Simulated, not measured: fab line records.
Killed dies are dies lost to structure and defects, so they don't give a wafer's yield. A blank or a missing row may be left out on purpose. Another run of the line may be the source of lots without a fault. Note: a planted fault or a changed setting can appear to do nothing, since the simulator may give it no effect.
fab line records ; flow n5_finfet
[record] lots = 4; wafers = 12; last_day = 19
route steps=1938 shown WELL_APT@46 PMOS_HMC_CHANNEL_EPI@57 BEOL_M4@1111 PASSIVATION@1936
lots that met no fault: taken from a fault-free run of the same line
start_h: hours from the record's first day to the start of the lot's first wafer shown ; wait_h: how many hours have passed since the lot's step before this one ; " identical to the entry in the row above ; L1.1+2: one row covering several wafers at once ; - no value, or no start was given ; * or withheld: withheld ; < > ~ a bound
route shown NAME@n: names a module that has steps shown in the file, with the first one's number in the route ; usual: the fault-free wafers' mean and standard deviation ; same: alike in all rows ; chamber/n: place in a boat ; sites: per-site readings ; _std_site: the values' standard deviation ; _edge_site: the outer-site mean with the inner-site mean subtracted ; radius_mm: how far each site lies from the wafer's centre ; mask NAME#n: copy n ; behind: tool/chamber where the wafer was last shaped ; hold: why the lot was held/for how many hours/how that ended ; device: the transistor (n, p or np) that didn't switch ; end of line: the same wafers' tests at the end of the route ; for a step that has no rows: nothing shown but its recipe ; killed: the dies lost at the first sort to structure and to defects; this is not the yield of the wafer ; map: a wafer's dies, marking killed ones x, the rest . and places with no die _
set.NAME: the run value of the setting; set.NAME@STEP: its run value at that earlier step ; model.NAME: the simulator's own value behind a step, which no gauge read
lots seen at some steps along the route; tables by step, rows by wafer
services: when a tool's chamber went out of use (start_h, in hours from the record's first day, below 0 if earlier), for how many hours, and the reason
[[steps]]
[step N5_WELL_APT_DESCUM_30]
[recipe] chemistry = O2; time_s = 7.9; source_power_w = 50; bias_power_w = 20; pressure_mtorr = 20; rf_frequency_hz = 2.712e+07; temp_c = 40; o2_flow_sccm = 225
[step N5_WELL_APT_IMPLANT_31]
[recipe] species = B; energy_kev = 60; dose_cm2 = 1.5e+13; tilt_deg = 0; rotation_deg = 0
[step N5_WELL_APT_IMPLANT_32]
[recipe] species = BF2; energy_kev = 50; dose_cm2 = 2e+13; tilt_deg = 0; rotation_deg = 0
[step N5_WELL_APT_STRIP_33]
[recipe] chemistry = SPM; time_s = 900; temp_c = 130; h2so4_h2o2_vol_ratio = 4; dry = ipa_marangoni
[step N5_WELL_APT_RTA_34]
[recipe] temp_c = 1000; time_s = 10; ambient = N2; idle_temp_c = 600; ramp_up_c_per_s = 150; ramp_down_c_per_s = 60; cool_to_c = 600
[step N5_WELL_APT_OXIDE_STRIP_42]
[recipe] chemistry = dHF; dilution = 25:1; time_s = 45; temp_c = 25; target = SiO2; target_depth_a = 120
[step N5_WELL_APT_PRECLEAN_36]
[recipe] chemistry = O3/DIW; time_s = 45; temp_c = 22; o3_ppm = 10
[step N5_WELL_APT_PRECLEAN_39]
[recipe] chemistry = dHF; time_s = 60; dilution = 150:1; temp_c = 25
[step N5_WELL_APT_SRD_37]
[recipe] dry = ipa_marangoni; do_ppb = 5; time_s = 30; temp_c = 23; rinse_liquid = diw
[step N5_WELL_APT_EPI_41]
[recipe] material = Si; target_thk_a = 500; temp_c = 650; precursor = SiH4/H2; pressure_torr = 20; time_s = 297.7
[step N5_PMOS_HMC_CHANNEL_EPI_HM_DEP_34]
[recipe] material = SiO2; target_thk_a = 360; temp_c = 400; precursor = TEOS/O2; pressure_torr = 6.5; rf_w = 900; teos_flow_sccm = 161.4; gas = O2; flow_sccm = 2650; time_s = 6.9
[usual] chamber_pressure_Torr = 6.499/0.014; heater_power_w = 499/61; showerhead_plenum_p_Torr = 8.340/0.03; showerhead_vpp_V = 1853/97; susceptor_temp_C = 400.01/0.25; throttle_valve_pct = 18.8/0.67
lot.wafer;tool;chamber;start_h;wait_h;chamber_pressure_Torr;heater_power_w;showerhead_plenum_p_Torr;showerhead_vpp_V;susceptor_temp_C;throttle_valve_pct
L687.1;pecvd-03;2;16.94;0.0;6.496;432;8.332;1914;399.99;19.1
L687.3;pecvd-03;1;16.94;0.0;6.501;621;8.348;1900;400.27;18.8
L687.4;pecvd-03;1;16.94;0.0;6.500;639;8.348;1884;400.11;19.0
L704.3;pecvd-03;2;120.05;0.0;6.507;526;8.349;1882;400.10;19.3
L704.5;pecvd-03;0;120.05;0.0;6.515;466;8.353;1893;400.25;18.7
L704.6;pecvd-03;1;120.05;0.0;6.501;502;8.351;1879;400.12;18.9
L706.1;pecvd-03;0;131.11;0.0;6.497;498;8.348;1882;400.26;18.9
L706.2;pecvd-03;2;131.11;0.0;6.516;494;8.352;1913;399.79;19.2
L706.5;pecvd-03;0;131.11;0.0;6.507;519;8.336;1850;399.95;18.9
L710.1;pecvd-04;1;155.36;0.0;6.494;477;8.393;1915;399.79;18.9
L710.2;pecvd-04;0;155.36;0.0;6.478;493;8.333;1983;399.31;18.8
L710.6;pecvd-04;1;155.36;0.0;6.521;489;8.414;1936;399.76;19.0
[step N5_PMOS_HMC_CHANNEL_EPI_COAT_31]
[recipe] resist = BARC; temp_c = 205; time_s = 60; spin_rpm = 1500; resist_thk_nm = 66
[step N5_PMOS_HMC_CHANNEL_EPI_COAT_03]
[recipe] resist = CAR-ArF-block; spin_rpm = 1500; resist_thk_nm = 205
[step N5_PMOS_HMC_CHANNEL_EPI_EBR_05]
[recipe] solvent = PGMEA; ebr_width_mm = 1.5
[step N5_PMOS_HMC_CHANNEL_EPI_SOFTBAKE_04]
[recipe] temp_c = 110; time_s = 60; resist = CAR-ArF-block
[step N5_PMOS_HMC_CHANNEL_EPI_EXPOSE_06]
[recipe] mask_id = PMOS_HMC_BLK; na = 1.35; source_shape = conventional; sigma_outer = 0.8; polarization = unpolarized; target_cd_nm = 240; dose_mj = 41
[step N5_PMOS_HMC_CHANNEL_EPI_PEB_07]
[recipe] peb_temp_c = 110; peb_time_s = 60; resist = CAR-ArF-block
[step N5_PMOS_HMC_CHANNEL_EPI_DEVELOP_08]
[recipe] develop_time_s = 30; developer = TMAH; resist = CAR-ArF-block; dev_temp_c = 23; rinse_liquid = diw; dry = air_spin
[step N5_PMOS_HMC_CHANNEL_EPI_INSPECT_11]
[recipe] mode = adi; inspect_instrument = macro
[usual] raw_defect_count = 2.0/1.4
lot.wafer;tool;chamber;start_h;wait_h;raw_defect_count
L687.1;defect_inspect-01;-;17.40;0.0;0
L687.3;defect_inspect-01;-;17.40;0.0;2
L687.4;defect_inspect-01;-;17.40;0.0;2
L704.3;defect_inspect-01;-;120.77;0.3;>300
L704.5;defect_inspect-01;-;120.77;0.3;294
L704.6;defect_inspect-01;-;120.77;0.3;>300
L706.1;defect_inspect-02;-;131.45;0.0;>300
L706.2;defect_inspect-02;-;131.45;0.0;272
L706.5;defect_inspect-02;-;131.45;0.0;294
L710.1;defect_inspect-01;-;155.69;0.0;5
L710.2;defect_inspect-01;-;155.69;0.0;0
L710.6;defect_inspect-01;-;155.69;0.0;3
[step N5_PMOS_HMC_CHANNEL_EPI_DESCUM_14]
[recipe] chemistry = O2; time_s = 7.9; source_power_w = 50; bias_power_w = 20; pressure_mtorr = 20; rf_frequency_hz = 2.712e+07; temp_c = 40; resist = CAR-ArF-block; o2_flow_sccm = 225
[step N5_BEOL_M4_RC_MEAS_101]
[usual] DIBL_N = 36.6/1.9; DIBL_P = 36.7/2.2; IOFF_N = 0.16/0.035; IOFF_P = 0.22/0.038; ION_N = 672/14; ION_P = 462/8.3; SS_N = 71.6/0.65; SS_P = 73.5/0.72; VT_N = 250/3.5; VT_P = -250/3.1
lot.wafer;tool;chamber;start_h;wait_h;DIBL_N[mV/V];DIBL_P[mV/V];IOFF_N[nA/um];IOFF_P[nA/um];ION_N[uA/um];ION_P[uA/um];SS_N[mV/dec];SS_P[mV/dec];VT_N[mV];VT_P[mV]
L687.1;prober-01;0;203.02;0.0;35.1;34.5;0.13;0.21;656;468;70.6;73.1;254;-248
L687.3;prober-01;0;203.02;0.0;36.3;36.1;0.15;0.23;659;457;70.9;73.7;251;-249
L687.4;prober-01;0;203.02;0.0;35.1;35.1;0.13;0.21;661;465;71.3;73.3;254;-249
L704.3;prober-02;0;293.45;0.3;35.8;37.5;0.17;0.23;675;468;71.0;73.6;252;-250
L704.5;prober-02;0;293.45;0.3;37.8;39.9;0.21;0.29;677;461;72.5;75.2;246;-245
L704.6;prober-02;0;293.45;0.3;37.3;38.7;0.21;0.25;683;468;72.3;74.0;245;-246
L706.1;prober-02;0;296.96;0.0;35.7;35.6;0.14;0.19;666;459;71.1;73.4;252;-253
L706.2;prober-02;0;296.96;0.0;33.6;33.6;0.12;0.18;673;462;71.0;72.5;252;-250
L706.5;prober-02;0;296.96;0.0;36.5;37.2;0.16;0.22;676;467;71.4;73.3;250;-251
L710.1;prober-01;0;327.85;0.0;39.5;41.3;0.23;0.30;693;471;72.2;74.0;245;-245
L710.2;prober-01;0;327.85;0.0;34.9;35.8;0.13;0.19;670;464;71.5;73.0;251;-253
L710.6;prober-01;0;327.85;0.0;38.2;40.7;0.21;0.30;698;471;71.8;73.9;246;-245
[step N5_PASSIVATION_PROBE_49]
[usual] defect_limited_yield = 91.6/1.4; killed_at_M0_to_M3 = 35/10; killed_at_M4_up = 13/4.8; killed_at_contacts = 12/7.2; killed_at_front_end = 36/12; killed_at_other = 4/3.1; killed_dies = 100/17; killed_open = 66/13; killed_short = 32/7.3; sort_bin_5_function = 5.0/0.94; sort_bin_6_memory = 3.1/0.67; sort_n_pass = 1080/17; sort_yield_pct = 91.6/1.4
[same] gross_dies = 1180; killed_at_back_side = 0; sort_bin_4_leakage[%] = 0; sort_bin_8_speed[%] = 0
lot.wafer;tool;chamber;start_h;wait_h;defect_limited_yield[%];killed_at_M0_to_M3;killed_at_M4_up;killed_at_contacts;killed_at_front_end;killed_at_other;killed_dies;killed_open;killed_short;sort_bin_5_function[%];sort_bin_6_memory[%];sort_n_pass;sort_yield_pct[%]
L704.3;prober-01;-;409.24;0.1;85.4;47;9;7;109;0;172;53;24;9.0;3.4;1008;85.4
L704.5;prober-01;-;409.34;0.2;85.5;30;4;9;126;2;171;53;20;9.9;2.9;1009;85.5
L704.6;prober-01;-;409.39;0.3;85.3;26;12;11;123;1;173;59;28;9.2;3.7;1007;85.3
L706.1;prober-01;-;418.56;0.0;83.5;21;20;8;142;4;195;71;25;10.1;4.6;985;83.5
L706.2;prober-01;-;418.61;0.1;84.9;49;6;1;119;3;178;62;24;9.0;5.1;1002;84.9
L706.5;prober-01;-;418.76;0.2;84.7;34;5;5;137;0;181;53;33;10.3;3.8;999;84.7
// killed by level:class
L704.3 PMOS_HMC_CHANNEL_EPI:unspecified=95 BEOL_M0_SAQP:geometric_particle:short=11 BEOL_M0_SAQP:geometric_particle:open=11 BEOL_M3:geometric_particle:open=9 BEOL_M1:geometric_particle:open=7 MOL_CONTACT_COAG:geometric_particle:open=6 BEOL_M2:geometric_particle:open=5 GATE_CUT:geometric_particle:short=4
L704.5 PMOS_HMC_CHANNEL_EPI:unspecified=98 BEOL_M0_SAQP:geometric_particle:open=10 BEOL_M1:geometric_particle:open=8 MOL_CONTACT_COAG:geometric_particle:open=7 FIN_SAQP:geometric_particle:short=6 FIN_SAQP:geometric_particle:open=6 DUMMY_GATE:geometric_particle:open=6 BEOL_M0_SAQP:geometric_particle:short=6
L704.6 PMOS_HMC_CHANNEL_EPI:unspecified=86 STI_FIN_REVEAL:geometric_particle:open=15 BEOL_M0_SAQP:geometric_particle:open=10 MOL_CONTACT_COAG:geometric_particle:open=9 BEOL_M0_SAQP:geometric_particle:short=7 GATE_CUT:geometric_particle:open=3 GATE_CUT:geometric_particle:short=3 BEOL_M3:geometric_particle:open=3
L706.1 PMOS_HMC_CHANNEL_EPI:unspecified=99 STI_FIN_REVEAL:geometric_particle:open=12 BEOL_M4:geometric_particle:open=10 MOL_CONTACT_COAG:geometric_particle:open=8 BEOL_M2:geometric_particle:open=6 GATE_CUT:geometric_particle:short=5 FIN_SAQP:geometric_particle:open=4 BEOL_M0_SAQP:geometric_particle:open=4
L706.2 PMOS_HMC_CHANNEL_EPI:unspecified=91 BEOL_M2:geometric_particle:open=10 BEOL_M3:geometric_particle:open=10 STI_FIN_REVEAL:geometric_particle:open=9 BEOL_M0_SAQP:geometric_particle:open=9 BEOL_M0_SAQP:geometric_particle:short=7 BEOL_M1:geometric_particle:open=7 DUMMY_GATE:geometric_particle:open=5
L706.5 PMOS_HMC_CHANNEL_EPI:unspecified=95 BEOL_M0_SAQP:geometric_particle:open=15 FIN_SAQP:geometric_particle:open=8 STI_FIN_REVEAL:geometric_particle:open=8 GATE_CUT:geometric_particle:short=8 BEOL_M0_SAQP:geometric_particle:short=8 FIN_SAQP:geometric_particle:short=5 MOL_CONTACT_COAG:geometric_particle:open=4
// map L704.6 (x killed, . not)
_________________.....xxx.xxx________________
______________.....x...xxxxxxxxx_____________
___________.x.......x.x.xxxxxxxxxx.__________
__________.....x.x..x.xxxxxxxxxxxxx._________
________...............xxxxxxxxxxxx..._______
_______......x........xxxxxxxxxxxx..x..______
______............x...x...xxxxxxxxx..xx._____
_____..x..................xxx.x.xx.......____
____....x..................x.x............___
___x..................x.....xx...........x.__
___........................................__
__.x...................x..x................._
__................x........................._
_....x...x.....................x.............
_..x.......x......x..x...........x.x...x.....
_.....................................x......
_................x.....x.....x......x........
_..................x.x....................x..
_....x.x........x.x........x.....xx......x...
_.....x................x.......x.....x.......
_x.........................x.................
__.x.............x.x........................_
__.........x.................x..........x..._
___.x..x...x..........................x...x__
___........................x.......xx.....x__
____...x.........x.....x....x.............___
_____x....................x..............____
______..............xx.............xx..._____
_______.x.x.......................x...x______
________.................x............_______
__________.....x...........x........_________
___________.x...x.............x....__________
______________x...x..........x.._____________
_________________............________________
// map L706.1 (x killed, . not)
_________________......x.....________________
______________...........x......_____________
___________................x.......__________
__________...xxxx.............x....x_________
________...........x...x......x....xx._______
_______.x............................x.______
______........................x........._____
_____..................................x.____
____...........xx..x..x.....x..x.x.......x___
___........xx........x.......x..x..........__
___....xx....xx.....xx.x....x.....xx.......__
__.....................................x...._
__....x....x...........x........x...xx..x..._
_.x......................x......xx.xxxxxx...x
_.x.x.x..........x...............xxxxxxxxxxx.
_..............................xxx.xxxxxxxx..
_.x.........x......x.............xxxxxxxxxxxx
_...........x..............x....xxxxxxxxxxxx.
_...............x............xxxxxxxxxxxxxxx.
_x........x....x.....x..........xxxxxxxxxxx..
_........................x...x.x..xxxxxxxxx..
__..................x...x......x.x...xxx.x.x_
__................................x...xxx..._
___............x....x...x...........x.x....__
___..............................x.........__
____....................x.................___
_____........................x...........____
______xx..............x........x....x..._____
_______......x..xx.....................______
________x.........x....x.............._______
__________.......xx.............x..._________
___________........................__________
______________.................._____________
_________________....x....x..________________
[[services]]
tool;chamber;start_h;hours;kind
pecvd-04;-;-5.42;1.1;repair
pecvd-04;1;-0.68;2.1;scheduled_down
pecvd-04;2;25.71;2.1;scheduled_down
pecvd-04;1;76.11;6.6;repair
pecvd-03;2;135.26;2.1;scheduled_down
pecvd-04;-;144.71;2.8;pm
[[key]]
[first_sign] step = N5_PMOS_HMC_CHANNEL_EPI_INSPECT_11; reading = raw_defect_count; direction = up; sigmas = 99+; usual = 2.0; struck = >293.3
[effect] step = N5_PASSIVATION_PROBE_49; reading = killed_at_front_end; direction = up; sigmas = 7.5; usual = 36; struck = 126
[more_kills_born_at] N5_PMOS_HMC_CHANNEL_EPI_HM_DEP_34@pecvd-03 = 564
met_at N5_PMOS_HMC_CHANNEL_EPI_HM_DEP_34
struck_wafers L704.3,L704.5,L704.6,L706.1,L706.2,L706.5
onset_between 16.94 120.05
[fault] kind = chamber_particle_source; tool = pecvd-03; chamber = -; onset_h = 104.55; steps = N5_PMOS_HMC_CHANNEL_EPI_HM_DEP_34; rate_per_visit_cm2 = 0.47646; end_h = 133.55
